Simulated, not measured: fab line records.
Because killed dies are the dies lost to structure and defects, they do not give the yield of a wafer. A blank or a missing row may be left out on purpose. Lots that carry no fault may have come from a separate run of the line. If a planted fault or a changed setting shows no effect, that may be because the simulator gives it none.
A lot that was struck, set against a sound lot + flow n5 finfet + 36 steps out of a route of 1938
Sound: these wafers, L583.2, L583.4. Struck: wafer L592.3. (L592.1, L592.2 of the same lot were not struck and are left out.) The cause comes at the end.
Order at every step that has rows: each side's tool, ch and its chambers, its first start. Under that, the readings that differ: sound wafers + struck wafers + difference of the means + sigmas: that difference in standard deviations of wafers without a fault.
alike: a reading whose means differ by less than 2 such deviations, as well as words and numbers matching on both sides. not compared: withheld readings; readings where some wafer has no value; bounds like >300 that might hide an equal value; numbers whose values overlap and for which the record gives no deviation.
A row with sigmas, a row that says differs or no value, or rows on one side alone: a step with any of these is where the two part. Numbers that have no deviation but don't overlap get no sigmas and don't part them. A reading missing from all wafers of one side parts the sides only when that side holds two or more wafers.

first, 9 steps without rows for these wafers: N5_STI_FIN_REVEAL_STRIP_35 (strips Si3N4 in H3PO4, target depth 4 nm, time 39 s); N5_STI_FIN_REVEAL_SRD_21 (time 30 s); N5_STI_FIN_REVEAL_OXIDATION_33 (chemistry O2 PLASMA REMOTE, time 20 s); N5_STI_FIN_REVEAL_CLEAN_19 (cleans in O3/DIW, time 120 s); N5_STI_FIN_REVEAL_SRD_23 (time 30 s); N5_STI_FIN_REVEAL_PRECLEAN_18 (cleans in SC2, time 45 s); N5_STI_FIN_REVEAL_SRD_28 (time 30 s); N5_DUMMY_GATE_PRECLEAN_00 (cleans in O3/DIW, time 60 s); N5_DUMMY_GATE_SRD_01 (time 30 s).
N5_DUMMY_GATE_ALD_02: deposits SiO2, target thk 2 nm, pulse time 1 s.
  sound on ald sin-01 ch 1,2, day 5 23:06; struck on ald sin-04 ch 0, day 8 00:37
| reading                                     | sound | struck | difference | sigmas |
|---------------------------------------------|-------|--------|------------|--------|
| model.SiO2_of_DUMMY_GATE_ALD_02.thk nm (nm) | 2 2   | 4      | +2         |        |
  alike: heater power w, precursor pulse height rel
then, 24 steps without rows for these wafers: N5_DUMMY_GATE_CVD_03 (deposits a-Si from SiH4, target thk 150 nm, time 8042 s); N5_DUMMY_GATE_PRECLEAN_46 (cleans in DIW, time 89.5 s); N5_DUMMY_GATE_SRD_47 (dry time 32 s); N5_DUMMY_GATE_CMP_04 (polishes a-Si); N5_DUMMY_GATE_HM_DEP_06 (deposits SiNx from DCS/NH3, target thk 80 nm, time 5141 s); N5_DUMMY_GATE_PECVD_30 (deposits SiO2 from TEOS/O2, target thk 55 nm, time 10.8 s); N5_DUMMY_GATE_COAT_34 (time 60 s, resist thk 60 nm); N5_DUMMY_GATE_COAT_35 (time 60 s, resist thk 10 nm); N5_DUMMY_GATE_COAT_28 (time 60 s, resist thk 10 nm); N5_DUMMY_GATE_COAT_09 (resist thk 30 nm); N5_DUMMY_GATE_EBR_11; N5_DUMMY_GATE_SOFTBAKE_10 (time 60 s); N5_DUMMY_GATE_EXPOSE_12 (exposes mask GATE, target cd 25 nm); N5_DUMMY_GATE_PEB_13 (peb time 60 s); N5_DUMMY_GATE_DEVELOP_14 (develop time 30 s); N5_DUMMY_GATE_DESCUM_20 (chemistry O2, time 6.2 s); N5_DUMMY_GATE_ETCH_29 (etches underlayer in N2/H2, target depth 13 nm); N5_DUMMY_GATE_ETCH_36 (etches SiARC in CF4, target depth 13 nm); N5_DUMMY_GATE_ETCH_37 (etches SOC in N2/H2, target depth 60 nm, overetch 30 nm); N5_DUMMY_GATE_STRIP_38 (strips in N2/H2); N5_DUMMY_GATE_STRIP_39 (strips in N2/H2); N5_DUMMY_GATE_TRIM_49 (chemistry O2, time 29 s, target cd 14 nm); N5_DUMMY_GATE_STRIP_40 (strips in CF4); N5_DUMMY_GATE_ETCH_31 (etches SiO2 in C4F6/O2, target depth 82.5 nm, time 27.5 s).
-- the record jumps here: 6 days lie between the struck wafers' starts before and after (it left off in module DUMMY_GATE and takes up again in module BEOL_M4, whose first step shown is number 1111 of the route) --
N5_BEOL_M4_RC_MEAS_101:
  sound on prober-01 ch 0, day 11 03:04; struck on prober-01 ch 0, day 13 12:46
  not compared: CJ_N, CJ_P, DIBL_N, DIBL_P, EOT_N, EOT_P, IGATE_N, IGATE_P, IOFF_N, IOFF_N_85C, IOFF_N_LIN, IOFF_N_LONG, IOFF_P, IOFF_P_85C, IOFF_P_LIN, IOFF_P_LONG, ION_N, ION_P, RC_DENSE_N, RC_DENSE_P, RC_N, RC_P, REXT_N, REXT_P, RS_SD_N, RS_SD_P, SS_N, SS_P, VT_N, VT_N_LONG, VT_N_LVT, VT_P, VT_P_LONG, VT_P_LVT
-- here the record skips 4 days between the struck wafers' starts before and after, leaving off in module BEOL_M4 and picking up in module PASSIVATION (first step shown: number 1936 of the route) --
N5_PASSIVATION_PROBE_49:
  struck on prober-01, day 17 16:58; sound on prober-02, day 15 12:50
| reading              | sound     | struck | difference | sigmas      |
|----------------------|-----------|--------|------------|-------------|
| killed at other      | 16 8      | 2      | -10        | -3          |
| sort_bin_8_speed (%) | 0 0       | 92.80  | +92.80     | +99 or more |
| sort n pass          | 1082 1088 | 0      | -1085      | -60         |
| sort yield pct (%)   | 91.7 92.2 | 0      | -92        | -61         |
  alike: defect limited yield, killed_at_M0_to_M3, killed_at_M4_up, killed at contacts, killed at front end, killed dies, killed on rim, killed open, killed short, sort_bin_5_function, sort_bin_6_memory

WHERE THEY PART
N5_PASSIVATION_PROBE_49 only, going by this record.

WHY: whatever the simulator had introduced
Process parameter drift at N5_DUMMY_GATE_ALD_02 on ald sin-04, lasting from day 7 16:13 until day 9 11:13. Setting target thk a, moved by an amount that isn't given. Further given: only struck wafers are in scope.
